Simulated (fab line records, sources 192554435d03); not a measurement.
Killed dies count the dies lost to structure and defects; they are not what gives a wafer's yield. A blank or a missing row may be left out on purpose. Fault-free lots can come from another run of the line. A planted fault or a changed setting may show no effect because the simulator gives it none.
The tool behind it: which one? ; flow n5_finfet ; 33 wafers from 11 lots sampled at 5 of the route's 1938 steps

WHAT EACH GAUGE READ, for each wafer
N5_BEOL_M6_CD_MEAS_28 targets a cd of 40 nm.
lot;measured;on;cd_nm (nm)
L074;day 9 00:28;cd_sem-03;40.21 39.87 40.10
L077;day 9 03:26;cd_sem-01;40.24 39.98 40.03
L079;day 10 03:09;cd_sem-01;40.22 39.98 39.88
L082;day 10 17:26;cd_sem-02;40.33 39.66 39.92
L083;day 11 10:59;cd_sem-03;40.65 39.93 40.03
L084;day 11 17:05;cd_sem-01;40.24 39.92 40.15
L087;day 12 01:19;cd_sem-02;39.89 40.43 39.85
L089;day 12 14:19;cd_sem-01;40.35 39.96 40.41
L091;day 13 13:02;cd_sem-03;39.89 40.60 39.98
L094;day 13 19:34;cd_sem-03;40.10 39.93 39.93
L096;day 14 07:10;cd_sem-02;40.22 40.50 40.24

EACH LOT AND THE TOOL THAT RAN IT (in order: tool; ch and the chambers of the sampled wafers; start)
lot;N5_BEOL_M5_SPUTTER_90;N5_BEOL_M5_PRE_CLEAN_77;N5_BEOL_M6_PECVD_70;N5_BEOL_M6_ETCH_62
L074;pvd_sputter-02, day 8 17:18;cvd_co-01 ch 0,1, day 8 18:08;pecvd-02 ch 0,1, day 8 19:02;rie_diel-03 ch 1,2,3, day 8 23:37
L077;pvd_sputter-01, day 8 23:26;cvd_co-01 ch 0,1,2, day 9 00:16;pecvd-03 ch 0,1,2, day 9 01:10;rie_diel-03 ch 1,2, day 9 02:16
L079;pvd_sputter-03, day 9 22:44;cvd_co-02 ch 0,1, day 9 23:37;pecvd-03 ch 0,1, day 10 00:31;rie_diel-04 ch 0,2, day 10 02:22
L082;pvd_sputter-03, day 10 12:03;cvd_co-01 ch 0,1,2, day 10 13:52;pecvd-01 ch 0,1, day 10 14:47;rie_diel-04 ch 0,1,3, day 10 16:35
L083;pvd_sputter-02, day 11 03:34;cvd_co-02 ch 0,2, day 11 04:25;pecvd-02 ch 0,1, day 11 05:20;rie_diel-04 ch 1,2,3, day 11 07:04
L084;pvd_sputter-01, day 11 11:29;cvd_co-01 ch 1,2, day 11 12:19;pecvd-01 ch 0,1, day 11 13:13;rie_diel-03 ch 0,3, day 11 16:13
L087;pvd_sputter-01, day 11 17:38;cvd_co-02 ch 0,1,2, day 11 18:56;pecvd-01 ch 0,2, day 11 19:50;rie_diel-03 ch 0,1,3, day 11 23:26
L089;pvd_sputter-02, day 12 08:37;cvd_co-01 ch 0,1,2, day 12 09:43;pecvd-02 ch 0,1,2, day 12 10:38;rie_diel-04 ch 0,2,3, day 12 11:30
L091;pvd_sputter-02, day 13 08:31;cvd_co-01 ch 0,1, day 13 09:28;pecvd-01 ch 0,1, day 13 10:22;rie_diel-03 ch 1,2,3, day 13 12:14
L094;pvd_sputter-01, day 13 13:06;cvd_co-01 ch 0,2, day 13 14:05;pecvd-01 ch 0,2, day 13 15:08;rie_diel-02 ch 0,3, day 13 17:25
L096;pvd_sputter-01, day 14 02:11;cvd_co-02 ch 0,1, day 14 03:01;pecvd-02 ch 0,1, day 14 03:55;rie_diel-04 ch 0,2,3, day 14 05:36
- N5_BEOL_M5_SPUTTER_90: material Cu, target thk 4.5 nm, time 8.29 s.
- N5_BEOL_M5_PRE_CLEAN_77: time 15 s.
- N5_BEOL_M6_PECVD_70: deposits SiO2 from TEOS/O2, target thk 20 nm, time 22.7 s.
- N5_BEOL_M6_ETCH_62: etches SOC in N2/H2, target depth 110 nm, overetch 22 nm, time 165 s.

THE ANSWER, worked out from the rows above alone
Rule: usual is defined by the lots themselves. The widest of any qualifying gaps counts: lots, ordered by their means at a reading, are off when they make up no more than a third of the lots, leave a main group of 4 or more, and stand apart from it by 3 or more times the standard deviation of that group's means. A main group is skipped when, at the precision printed for the reading in the tables above, its means are all equal. Also off: a lot with no number at a reading for which 4 or more lots have one. The other lots that the step has rows for count as sound.
Across all readings shown, no lot is off: no conclusion can be drawn from this.

WHAT THE SIMULATOR HAD INSERTED
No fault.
